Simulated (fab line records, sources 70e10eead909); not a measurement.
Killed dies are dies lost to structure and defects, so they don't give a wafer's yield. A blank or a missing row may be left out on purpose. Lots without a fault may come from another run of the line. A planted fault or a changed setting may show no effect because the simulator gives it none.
One fault seen from 3 desks | flow nand_harc | each desk has only its own numbers; what lay behind them comes last

THE METROLOGY DESK
What the gauges read, lot by lot, whatever tool the lot ran on: means of the sampled wafers that have a number. A lot is out of limits, marked OUT, if its mean lies more than 4 standard deviations from the usual mean; the brackets give that distance.
Columns: A = thk_nm at NHARC_A_ONON_D1_THK_MEAS_02, usual 1000 nm; B = thk_nm at NHARC_A_ONON_D1_THK_MEAS_11, usual 1000 nm
lot  | first seen here | A    | B
L562 | day 7 23:27     | 994  | 991
L563 | day 8 02:26     | 1004 | 996
L564 | day 8 09:57     | 1002 | 990
L565 | day 9 00:40     | 992  | 994
L566 | day 9 08:46     | 1006 | 1006
L571 | day 11 14:23    | 1020 | 962 (-4.4) OUT
L573 | day 12 17:16    | 990  | 940 (-6.8) OUT
L574 | day 12 17:16    | 988  | 997
L577 | day 14 12:08    | 1008 | 1022
L579 | day 14 18:51    | 1011 | 1011
L581 | day 15 17:13    | 984  | 992
L582 | day 16 02:44    | 999  | 1012
L584 | day 16 22:38    | 996  | 998
L583 | day 16 22:39    | 997  | 1005
This desk's finding: out of limits on L571, L573; first on L571, day 11 16:05 (thk_nm at NHARC_A_ONON_D1_THK_MEAS_11). In limits: L562, L563, L564, L565, L566, L574, L577, L579, L581, L582, L584, L583.

THE DEFECT DESK
What the inspections along the route counted, lot by lot: means of the sampled wafers that have a number. A lot is out of limits, marked OUT, if its mean lies more than 4 standard deviations from the usual mean; the brackets give that distance.
Columns: A = raw_defect_count at NHARC_A_SOURCE_PLATE_INSPECT_08, usual 59
lot  | first seen here | A
L562 | day 7 22:52     | 44
L563 | day 8 01:52     | 92
L564 | day 8 09:22     | 80
L565 | day 9 00:06     | 68
L566 | day 9 08:11     | 41
L571 | day 11 13:49    | 38
L573 | day 12 16:41    | 60
L574 | day 12 16:41    | 88
L577 | day 14 11:34    | 65
L579 | day 14 18:16    | 53
L581 | day 15 16:39    | 60
L582 | day 16 02:10    | 65
L583 | day 16 22:04    | 38
L584 | day 16 22:04    | 71
This desk's finding: nothing out of limits on any of the 14 lots.

THE TOOL OWNER'S DESK: pecvd_onon-03
The tool's own readings at NHARC_A_ONON_D1_DEP_09 (target thk 1000 nm): means of the sampled wafers that have a number, for each lot that ran on this tool. A lot is out of limits, marked OUT, if its mean lies more than 4 standard deviations from the usual mean; the brackets give that distance.
Columns: A = n2o_flow_sccm at NHARC_A_ONON_D1_DEP_09, usual 1999 sccm
lot  | first seen here | A
L563 | day 8 03:37     | 1995
L564 | day 8 11:17     | 1995
L571 | day 11 15:38    | 1994
L573 | day 12 18:41    | 2000
This desk's finding: nothing out of limits on any of the 4 lots.

PUT TOGETHER
The metrology desk could have raised an alarm at day 11 16:05, on L571, L573.
The defect desk saw nothing out of limits.
The tool owner's desk saw nothing out of limits.
The defect desk has L571, L573 on record, within its limits.
The tool owner's desk has L571, L573 on record, within its limits.
Of the lots named, all ran NHARC_A_ONON_D1_DEP_09 on pecvd_onon-03.

WHAT THE SIMULATOR HAD PUT IN
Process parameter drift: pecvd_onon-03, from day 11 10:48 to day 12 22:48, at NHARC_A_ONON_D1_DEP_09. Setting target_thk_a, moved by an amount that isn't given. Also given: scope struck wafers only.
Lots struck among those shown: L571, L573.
Hours from the fault's start to each desk's first reading out of limits: the metrology desk, 5.
